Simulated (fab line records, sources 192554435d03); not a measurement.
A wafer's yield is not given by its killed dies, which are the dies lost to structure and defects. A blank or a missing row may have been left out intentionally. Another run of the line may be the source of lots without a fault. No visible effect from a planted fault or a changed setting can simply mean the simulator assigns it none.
fab line records	flow n5Finfet
record lots=5	wafers=13	lastDay=18
route steps=1938 shown BEOL_M0_SAQP@686 BEOL_M0_CUTY@701 BEOL_M0@715 BEOL_M4@1111 PASSIVATION@1936
lots untouched by any fault: they come from a run of this same line in which no faults occurred
startH: the number of hours between the record's first day and the start of the first shown wafer of the lot	waitH: how many hours have passed since the lot's step before this one	" the same as in the row above	L1.1+2: a row that stands for several wafers	- either no value or no given start	* or withheld: withheld	< > ~ a bound
route shown NAME@n: names a module that has steps shown in the file, with the first one's number in the route	usual: mean and standard deviation over wafers with no fault	same: alike in all rows	chamber/n: place in a boat	sites: each site's reading	_std_site: how widely they spread, as a standard deviation	_edge_site: mean of outer sites minus mean of inner sites	radiusMm: for every site, how far away it sits from the centre of the wafer	mask NAME#n: copy n	behind: the most recent tool/chamber to have shaped the wafer	hold: reason for holding the lot/hours on hold/outcome of the hold	device: transistor that didn't switch, given as n, p or np	end of line: the tests these same wafers got at the end of their route	a step given without rows: its recipe and nothing more	killed: count of dies lost to structure and defects at first sort (not the wafer's yield)	map: dies across one wafer; x = killed, . = not, _ = none there
set.NAME: setting as actually run; set.NAME@STEP: the setting as run at that earlier step	model.NAME: the simulator's own value behind a step, which no gauge read
certain route steps with their lots: each step a table, each wafer a row
services: when a tool's chamber went out of use (startH, in hours from the record's first day, below 0 if earlier), for how many hours, and the reason
## steps
# step N5_BEOL_M0_SAQP_EXPOSE_37
# recipe maskId=M0_CUT1	na=0.33	sourceShape=annular	sigmaInner=0.35	sigmaOuter=0.8	polarization=unpolarized	targetCdNm=30	doseMj=44.75
# step N5_BEOL_M0_SAQP_PEB_38
# recipe pebTempC=100	pebTimeS=60	resist=CAR-EUV
# step N5_BEOL_M0_SAQP_DEVELOP_39
# recipe developTimeS=30	developer=TMAH	resist=CAR-EUV	rinseLiquid=surfactantRinse	dry=airSpin	devTempC=23
# step N5_BEOL_M0_SAQP_DESCUM_45
# recipe chemistry=O2	timeS=7	sourcePowerW=50	biasPowerW=20	pressureMtorr=20	rfFrequencyHz=2.712e+07	tempC=40	resist=CAR-EUV	o2FlowSccm=225
# step N5_BEOL_M0_SAQP_ETCH_88
# recipe chemistry=N2/H2	target=underlayer	targetDepthA=65	timeS=5.2	ionEnergyEv=200	maskMaterial=CAR-EUV	pressureMtorr=30	sourceW=840	biasW=150	n2FlowSccm=200	h2FlowSccm=200	ends=cleared
# step N5_BEOL_M0_SAQP_ETCH_73
# recipe chemistry=CF4	target=SiARC	targetDepthA=195	maskMaterial=CAR-EUV	timeS=32.5	ionEnergyEv=80	pressureMtorr=40	sourceW=545	biasW=36	Ar_flow_sccm=100	cf4FlowSccm=100	ends=cleared
# step N5_BEOL_M0_SAQP_CUT_ETCH_46
# recipe chemistry=N2/H2	target=SOC	targetDepthA=1350	overetchA=270	tempC=40	timeS=202.5	ionEnergyEv=200	maskMaterial=SiARC	pressureMtorr=30	sourceW=840	biasW=150	n2FlowSccm=200	h2FlowSccm=200
# step N5_BEOL_M0_SAQP_STRIP_74
# recipe chemistry=N2/H2	tempC=40	n2FlowSccm=200	h2FlowSccm=200	rfFrequencyHz=6e+07
# step N5_BEOL_M0_SAQP_STRIP_89
# recipe chemistry=N2/H2	tempC=40	n2FlowSccm=200	h2FlowSccm=200	rfFrequencyHz=6e+07
# step N5_BEOL_M0_SAQP_ALD_48
# recipe material=SiO2	targetThkA=200	tempC=100	aldPrecursorFamily=BDEAS	aldCoReactant=O2-plasma	pulseTimeS=1	coReactantPulseTimeS=1	purgeTimeS=2	coReactantPurgeTimeS=2	aldCycles=139	pressureTorr=2
# usual aldCycles=139/0	heaterPowerW=79/7.3	precursorPulseHeightRel=0.999/0.021	susceptorTempC=99.99/0.12
lot.wafer	tool	chamber	startH	waitH	aldCycles	heaterPowerW	precursorPulseHeightRel	susceptorTempC	model.SiO2_of_BEOL_M0_SAQP_ALD_48.thkNm
L225.3	aldSin-03	0	165.22	0.7	99	81	1.026	-	14.2
L225.6	"	1	"	"	139	73	1.005	99.85	20
L226.1	aldSin-03	0	168.80	0.0	139	81	0.986	99.93	20
L226.2	"	3	"	"	99	75	1.028	-	14.4
L226.6	"	3	"	"	139	73	1.005	99.83	20
L227.2	aldSin-03	0	169.65	0.0	99	81	0.997	-	14.4
L227.3	"	1	"	"	99	75	1.020	-	14.2
L238.1	aldSin-03	3	240.72	0.0	139	73	1.023	100.01	20.2
L238.3	"	2	"	"	139	95	0.967	100.27	20.2
L238.5	"	2	"	"	139	94	0.988	100.24	20
L240.1	aldSin-02	1	254.94	0.0	139	78	1.001	99.86	20
L240.3	"	0	"	"	139	80	0.970	99.87	20
L240.6	"	1	"	"	139	78	1.030	100.17	20
# step N5_BEOL_M0_SAQP_ETCH_49
# recipe chemistry=CF4/O2	targetDepthA=370	target=SiO2	pressureMtorr=40	sourceW=535	biasW=49	Ar_flow_sccm=100	cf4FlowSccm=100	O2_flow_sccm=10	ionEnergyEv=100
# step N5_BEOL_M0_SAQP_STRIP_75
# recipe chemistry=CF4	resist=SiARC	powerW=300	biasPowerW=75	pressureMtorr=50	cf4FlowSccm=150	rfFrequencyHz=6e+07
# step N5_BEOL_M0_CUTY_COAT_50
# recipe resist=SiARC	tempC=220	timeS=60	spinRpm=1500	resistThkNm=15
# step N5_BEOL_M0_CUTY_COAT_51
# recipe resist=CAR-ArF-block	spinRpm=1500	resistThkNm=150
# step N5_BEOL_M0_CUTY_EBR_52
# recipe solvent=PGMEA	ebrWidthMm=1.5
# step N5_BEOL_M0_CUTY_SOFTBAKE_53
# recipe tempC=110	timeS=60	resist=CAR-ArF-block
# step N5_BEOL_M0_CUTY_EXPOSE_54
# recipe maskId=M0_ABLK	na=1.35	sourceShape=conventional	sigmaOuter=0.8	polarization=unpolarized	doseMj=36
# step N5_BEOL_M0_CUTY_PEB_55
# recipe pebTempC=110	pebTimeS=60	resist=CAR-ArF-block
# step N5_BEOL_M0_CUTY_DEVELOP_56
# recipe developTimeS=30	developer=TMAH	resist=CAR-ArF-block	rinseLiquid=diw	dry=airSpin	devTempC=23
# step N5_BEOL_M0_CUTY_DESCUM_61
# recipe chemistry=O2	timeS=7.9	sourcePowerW=50	biasPowerW=20	pressureMtorr=20	rfFrequencyHz=2.712e+07	tempC=40	resist=CAR-ArF-block	o2FlowSccm=225
# step N5_BEOL_M0_CUTY_ETCH_62
# recipe chemistry=CF4	target=SiARC	maskMaterial=CAR-ArF-block	timeS=58.5	ionEnergyEv=80	pressureMtorr=40	sourceW=545	biasW=36	Ar_flow_sccm=100	cf4FlowSccm=100	ends=cleared
# step N5_BEOL_M0_CUTY_ETCH_63
# recipe chemistry=N2/H2	target=SOC	targetDepthA=827	overetchA=165	maskMaterial=SiARC	tempC=40	ionEnergyEv=200	timeS=124	pressureMtorr=30	sourceW=840	biasW=150	n2FlowSccm=200	h2FlowSccm=200
# step N5_BEOL_M0_CUTY_STRIP_64
# recipe chemistry=N2/H2	tempC=40	n2FlowSccm=200	h2FlowSccm=200	rfFrequencyHz=6e+07
# step N5_BEOL_M0_ETCH_138
# recipe chemistry=CH3F/O2	targetDepthA=120	target=SiCN	timeS=31.6	ionEnergyEv=120	pressureMtorr=30	sourceW=395	biasW=75	Ar_flow_sccm=150	CH3F_flow_sccm=30	O2_flow_sccm=20	ends=cleared
# step N5_BEOL_M0_HM_OPEN_105
# recipe chemistry=Cl2/BCl3	targetDepthA=120	target=TiN	ionEnergyEv=150	pressureMtorr=10	icpW=1000	biasW=126	Cl2_flow_sccm=53.25	bcl3FlowSccm=21.75	Ar_flow_sccm=25
# step N5_BEOL_M0_STRIP_140
# recipe chemistry=CF4	resist=SiARC	powerW=300	biasPowerW=75	pressureMtorr=50	cf4FlowSccm=150	rfFrequencyHz=6e+07
# usual drypumpMotorCurrentA=5.5/0.38	oesProductAu=0.80/0.078	rfVppV=271.5/1.8	showerheadPlenumPTorr=1.81/0.052	throttleValvePct=13.54/0.28
lot.wafer	tool	chamber	startH	waitH	drypumpMotorCurrentA	oesProductAu	rfHoursCounterH	rfVppV	showerheadPlenumPTorr	throttleValvePct	model.SiO2_of_BEOL_M0_SAQP_ALD_48.thkNm
L225.3	rieDiel-04	0	166.91	0.1	5.4	0.81	58	273.5	1.88	13.70	7.6
L225.6	"	0	"	"	5.4	0.81	-	276.1	1.89	13.69	11
L226.1	rieDiel-06	0	171.59	0.6	5.5	0.72	191	271.4	1.79	13.54	11
L226.2	"	2	"	"	5.0	0.81	89	269.6	1.75	13.72	8
L226.6	"	0	"	"	5.5	0.73	-	271.9	1.79	13.55	11.4
L227.2	rieDiel-04	2	171.60	0.3	5.7	0.85	44	270.5	1.82	13.08	7.6
L227.3	"	3	"	"	5.5	0.88	32	271.1	1.83	13.08	7.8
L238.1	rieDiel-03	0	244.75	0.1	5.1	0.83	68	270.8	1.75	13.62	10.8
L238.3	"	1	"	"	5.6	0.93	6	268.5	1.76	13.18	11.6
L238.5	"	3	"	"	5.7	0.91	-	272.8	1.84	13.65	11.2
L240.1	rieDiel-06	1	256.63	0.2	5.3	0.72	161	268.2	1.72	13.90	10.8
L240.3	"	0	"	"	5.5	0.70	222	269.9	1.78	13.63	11
L240.6	"	1	"	"	5.3	0.73	-	269.0	1.72	13.92	11
# step N5_BEOL_M0_STRIP_104
# recipe chemistry=N2/H2	powerW=450	tempC=40	pressureMtorr=20	rfFrequencyHz=6e+07	overashFraction=0.3	biasPowerW=7	h2Frac=0.5	n2FlowSccm=200	h2FlowSccm=200
# step N5_BEOL_M4_RC_MEAS_101
# usual DIBL_N=36.4/1.4	DIBL_P=36.3/1.8	IOFF_N=0.163/0.024	IOFF_P=0.21/0.034	ION_N=673/11	ION_P=461/7.4	SS_N=71.6/0.52	SS_P=73.3/0.58	VT_N=249.4/2.5	VT_P=-250/3.5
lot.wafer	tool	chamber	startH	waitH	DIBL_N[mV/V]	DIBL_P[mV/V]	IOFF_N[nA/um]	IOFF_P[nA/um]	ION_N[uA/um]	ION_P[uA/um]	SS_N[mV/dec]	SS_P[mV/dec]	VT_N[mV]	VT_P[mV]
L225.3	prober-02	0	212.59	0.3	35.9	36.8	0.160	0.24	678	469	71.8	74.0	249.4	-247
L225.6	"	0	"	"	35.7	36.5	0.161	0.23	669	465	72.0	73.3	250.6	-249
L227.2	prober-02	0	218.75	0.2	36.6	36.8	0.184	0.21	695	472	71.4	73.4	244.8	-251
L227.3	"	0	"	"	36.4	36.9	0.178	0.22	694	471	71.0	73.2	248.3	-251
L226.1	prober-01	0	224.94	0.0	35.1	35.1	0.141	0.18	661	451	71.4	73.3	252.1	-255
L226.2	"	0	"	"	35.3	36.1	0.152	0.20	667	458	71.4	72.9	250.6	-251
L226.6	"	0	"	"	35.3	35.9	0.148	0.19	669	454	71.3	73.2	251.1	-252
L238.1	prober-02	0	303.08	0.0	36.6	37.1	0.174	0.23	684	471	71.2	73.2	246.6	-247
L238.3	"	0	"	"	34.5	33.6	0.128	0.18	667	461	70.7	71.8	250.9	-250
L238.5	"	0	"	"	37.4	37.7	0.185	0.24	687	471	71.4	72.7	246.8	-248
L240.1	prober-01	0	305.94	0.0	40.2	38.5	0.211	0.29	689	475	72.2	73.4	247.9	-243
L240.3	"	0	"	"	39.1	37.0	0.180	0.26	666	461	72.6	73.1	249.2	-245
L240.6	"	0	"	"	40.0	37.8	0.204	0.29	683	471	72.2	74.0	246.8	-245
# step N5_PASSIVATION_PROBE_49
# usual defectLimitedYield=91.4/1.6	killed_at_M0_to_M3=34/12	killed_at_M4_up=13/5.2	killedAtContacts=11/5.5	killedAtFrontEnd=40/13	killedAtOther=3.4/2.7	killedDies=102/19	killedOpen=66/15	killedShort=33/7.9	sort_bin_5_function=5.1/1.1	sort_bin_6_memory=3.2/0.7	sortNPass=1078/19	sortYieldPct=91.4/1.6
# same grossDies=1180	killedAtBackSide=0	sort_bin_4_leakage[%]=0	sort_bin_8_speed[%]=0
lot.wafer	tool	chamber	startH	waitH	defectLimitedYield[%]	killed_at_M0_to_M3	killed_at_M4_up	killedAtContacts	killedAtFrontEnd	killedAtOther	killedDies	killedOpen	killedShort	sort_bin_5_function[%]	sort_bin_6_memory[%]	sortNPass	sortYieldPct[%]
L227.2	prober-02	-	321.72	0.1	91.8	33	7	8	46	3	97	72	24	5.4	2.7	1083	91.8
L227.3	prober-02	-	321.77	0.1	90.8	29	19	20	36	4	108	70	37	4.8	3.8	1072	90.8
L226.1	prober-02	-	328.00	0.0	91.3	43	9	6	44	1	103	73	29	4.8	3.5	1077	91.3
L226.2	prober-02	-	328.05	0.1	93.1	26	5	9	41	0	81	51	29	4.2	2.5	1099	93.1
L226.6	prober-02	-	328.25	0.3	92.9	36	11	13	22	2	84	53	31	4.2	2.5	1096	92.9
L238.1	prober-01	-	422.22	0.0	89.7	38	14	2	66	1	121	84	33	5.8	4.1	1059	89.7
L238.3	prober-01	-	422.32	0.1	88.6	43	21	13	56	2	135	100	33	6.2	4.8	1045	88.6
L238.5	prober-01	-	422.42	0.2	90.6	37	18	9	43	4	111	80	26	5.2	3.7	1069	90.6
L240.1	prober-01	-	431.08	0.0	91.8	37	14	13	27	6	97	51	44	4.5	3.1	1083	91.8
L240.3	prober-01	-	431.18	0.1	90.3	41	21	7	38	8	115	78	36	5.7	3.8	1065	90.3
L240.6	prober-01	-	431.33	0.3	91.8	39	13	14	29	2	97	58	36	4.7	3.1	1083	91.8
# killed by level:class
L227.2 STI_FIN_REVEAL:geometricParticle:open=12 FIN_SAQP:geometricParticle:open=9 BEOL_M0_SAQP:geometricParticle:open=8 BEOL_M2:geometricParticle:open=8 MOL_CONTACT_COAG:geometricParticle:open=7 BEOL_M0:geometricParticle:open=5 FIN_SAQP:geometricParticle:short=4 ILD0:geometricParticle:short=4
L227.3 MOL_CONTACT_COAG:geometricParticle:open=17 BEOL_M0_SAQP:geometricParticle:short=12 BEOL_M0_SAQP:geometricParticle:open=10 BEOL_M4:geometricParticle:open=8 FIN_SAQP:geometricParticle:open=7 STI_FIN_REVEAL:geometricParticle:open=6 ILD0:geometricParticle:open=5 FIN_SAQP:geometricParticle:short=4
L226.1 FIN_SAQP:geometricParticle:short=15 BEOL_M2:geometricParticle:open=12 STI_FIN_REVEAL:geometricParticle:open=10 BEOL_M1:geometricParticle:open=9 BEOL_M3:geometricParticle:open=8 GATE_CUT:geometricParticle:open=6 MOL_CONTACT_COAG:geometricParticle:open=6 BEOL_M0_SAQP:geometricParticle:short=6
L226.2 FIN_SAQP:geometricParticle:open=12 STI_FIN_REVEAL:geometricParticle:open=10 BEOL_M1:geometricParticle:open=9 FIN_SAQP:geometricParticle:short=8 MOL_CONTACT_COAG:geometricParticle:open=6 MOL_CONTACT_COAG:geometricParticle:short=3 BEOL_M0_SAQP:geometricParticle:short=3 BEOL_M3:geometricParticle:open=3
L226.6 BEOL_M0_SAQP:geometricParticle:open=9 MOL_CONTACT_COAG:geometricParticle:open=8 BEOL_M0_SAQP:geometricParticle:short=8 FIN_SAQP:geometricParticle:open=6 STI_FIN_REVEAL:geometricParticle:open=5 MOL_CONTACT_COAG:geometricParticle:short=5 BEOL_M2:geometricParticle:open=5 BEOL_M4:geometricParticle:open=5
L238.1 STI_FIN_REVEAL:geometricParticle:open=27 BEOL_M1:geometricParticle:open=11 BEOL_M0_SAQP:geometricParticle:short=10 BEOL_M0_SAQP:geometricParticle:open=10 FIN_SAQP:geometricParticle:open=8 BEOL_M4:geometricParticle:open=8 FIN_SAQP:geometricParticle:short=5 STI_FIN_REVEAL:geometricParticle:short=5
L238.3 FIN_SAQP:geometricParticle:open=15 BEOL_M0_SAQP:geometricParticle:open=15 STI_FIN_REVEAL:geometricParticle:open=13 BEOL_M1:geometricParticle:open=13 BEOL_M4:geometricParticle:open=12 MOL_CONTACT_COAG:geometricParticle:open=11 BEOL_M0_SAQP:geometricParticle:short=8 DUMMY_GATE:geometricParticle:open=7
L238.5 FIN_SAQP:geometricParticle:open=19 BEOL_M0_SAQP:geometricParticle:short=12 STI_FIN_REVEAL:geometricParticle:open=11 BEOL_M0_SAQP:geometricParticle:open=11 BEOL_M4:geometricParticle:open=10 MOL_CONTACT_COAG:geometricParticle:open=9 BEOL_M1:geometricParticle:open=8 FIN_SAQP:geometricParticle:short=4
L240.1 BEOL_M0_SAQP:geometricParticle:short=10 BEOL_M0_SAQP:geometricParticle:open=10 MOL_CONTACT_COAG:geometricParticle:open=9 FIN_SAQP:geometricParticle:short=8 BEOL_M3:geometricParticle:open=7 FIN_SAQP:geometricParticle:open=5 ILD0:geometricParticle:short=4 MOL_CONTACT_COAG:geometricParticle:short=4
L240.3 BEOL_M0_SAQP:geometricParticle:open=16 BEOL_M0_SAQP:geometricParticle:short=11 STI_FIN_REVEAL:geometricParticle:open=10 MOL_CONTACT_COAG:geometricParticle:open=7 BEOL_M4:geometricParticle:open=7 GATE_CUT:geometricParticle:short=6 BEOL_M2:geometricParticle:open=5 FIN_SAQP:geometricParticle:short=4
L240.6 BEOL_M0_SAQP:geometricParticle:open=14 MOL_CONTACT_COAG:geometricParticle:open=10 BEOL_M0_SAQP:geometricParticle:short=10 GATE_CUT:geometricParticle:short=8 BEOL_M3:geometricParticle:open=7 MOL_CONTACT_COAG:geometricParticle:short=4 DUMMY_GATE:geometricParticle:open=3 ILD0:geometricParticle:short=3
## services
tool	chamber	startH	hours	kind
rieDiel-03	3	148.21	-	clean
rieDiel-03	3	148.21	-	consumableReplace:focusRing
rieDiel-03	3	148.21	29.4	scheduledDown
rieDiel-03	3	148.21	29.4	ventCycle
rieDiel-04	1	149.34	-	clean
rieDiel-04	1	149.34	-	consumableReplace:focusRing
rieDiel-04	1	149.34	18.4	scheduledDown
rieDiel-04	1	149.34	18.4	ventCycle
rieDiel-03	1	211.40	-	clean
rieDiel-03	1	211.40	-	consumableReplace:focusRing
rieDiel-03	1	211.40	17.4	scheduledDown
rieDiel-03	1	211.40	17.4	ventCycle
rieDiel-06	3	226.21	11.0	repair
## key
firstSign step=N5_BEOL_M0_SAQP_ALD_48	reading=aldCycles	direction=down	sigmas=99+	usual=*	struck=*
effect none on later readings
modelEffect step=N5_BEOL_M0_SAQP_ALD_48	value=SiO2_of_BEOL_M0_SAQP_ALD_48.thkNm	without=20.1	struck=14.3
modelEffect step=N5_BEOL_M0_STRIP_140	value=SiO2_of_BEOL_M0_SAQP_ALD_48.thkNm	without=10.95	struck=7.75
metAt N5_BEOL_M0_SAQP_ALD_48
struckWafers L225.3,L226.2,L227.2,L227.3
fault kind=processParameterDrift	tool=aldSin-03	chamber=-	onsetH=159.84	steps=N5_BEOL_M0_SAQP_ALD_48	channel=aldCycles	offset=*	shape=step	endH=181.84	scope=struckWafersOnly	actsIn=*	stated=*
